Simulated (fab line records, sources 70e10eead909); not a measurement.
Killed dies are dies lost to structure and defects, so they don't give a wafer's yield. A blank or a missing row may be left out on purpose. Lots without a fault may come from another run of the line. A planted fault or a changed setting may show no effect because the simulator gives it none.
Chamber matching | flow nand_harc | NHARC_A_BONDPAD_DESCUM_11 on rie_diel-07: 4 sister chambers
The step chemistry O2, time 3 s. 14 wafers are shown with their chamber, then 7 later ones without.

WAFERS WITH THEIR CHAMBER
wafer  | chamber | showerhead_plenum_p_Torr (Torr) | oes_product_au (a.u.) | throttle_valve_pct (%)
L498.1 | 1       | 1.91                            | 0.982                 | 11.304
L498.3 | 2       | 2.03                            | 0.998                 | 11.311
L498.6 | 3       | 1.85                            | 0.981                 | 11.312
L501.2 | 3       | 1.85                            | 0.987                 | 11.318
L501.4 | 0       | 1.97                            | 1.018                 | 11.316
L501.6 | 3       | 1.85                            | 0.981                 | 11.297
L508.1 | 2       | 2.02                            | 0.999                 | 11.292
L508.2 | 0       | 1.97                            | 1.003                 | 11.309
L508.3 | 1       | 1.91                            | 0.978                 | 11.307
L507.1 | 3       | 1.85                            | 0.977                 | 11.315
L507.3 | 2       | 2.02                            | 0.999                 | 11.304
L507.4 | 1       | 1.91                            | 0.983                 | 11.311
L515.2 | 3       | 1.85                            | 0.992                 | 11.320
L515.5 | 0       | 1.97                            | 0.998                 | 11.330

SIGNATURES (means of the wafers above)
reading                  | chamber 0 | chamber 1 | chamber 2 | chamber 3 | scatter within a chamber
showerhead_plenum_p_Torr | 1.9700    | 1.9100    | 2.0233    | 1.8500    | 0.00258
oes_product_au           | 1.00633   | 0.98100   | 0.99867   | 0.98360   | 0.00609
throttle_valve_pct       | 11.31833  | 11.30733  | 11.30233  | 11.31240  | 0.00878
Rule: a wafer's distance from a chamber is the root of the sum, over the readings, of the square of ((its reading less the chamber's mean) divided by the reading's scatter). The wafer belongs to the nearest chamber; if the next one is less than 2 further off, it can't be placed. The scatter: the root of (the sum of the squares of (reading less its chamber's mean) over the shown wafers, divided by (wafers less chambers)).

WAFERS WITHOUT THEIR CHAMBER
wafer  | showerhead_plenum_p_Torr (Torr) | oes_product_au (a.u.) | throttle_valve_pct (%)
L515.6 | 1.91                            | 0.988                 | 11.301
L519.1 | 1.97                            | 1.002                 | 11.320
L519.4 | 2.02                            | 0.998                 | 11.300
L519.6 | 1.91                            | 0.978                 | 11.305
L517.1 | 1.85                            | 0.997                 | 11.304
L517.2 | 1.91                            | 0.981                 | 11.304
L517.5 | 1.85                            | 0.985                 | 11.313

WHICH CHAMBER EACH WENT THROUGH
wafer  | from the rows above | in truth
L515.6 | 1                   | 1
L519.1 | 0                   | 0
L519.4 | 2                   | 2
L519.6 | 1                   | 1
L517.1 | 3                   | 3
L517.2 | 1                   | 1
L517.5 | 3                   | 3
Placed correctly: 7 of 7. Can't be placed from these rows: 0. Placed wrongly: 0.
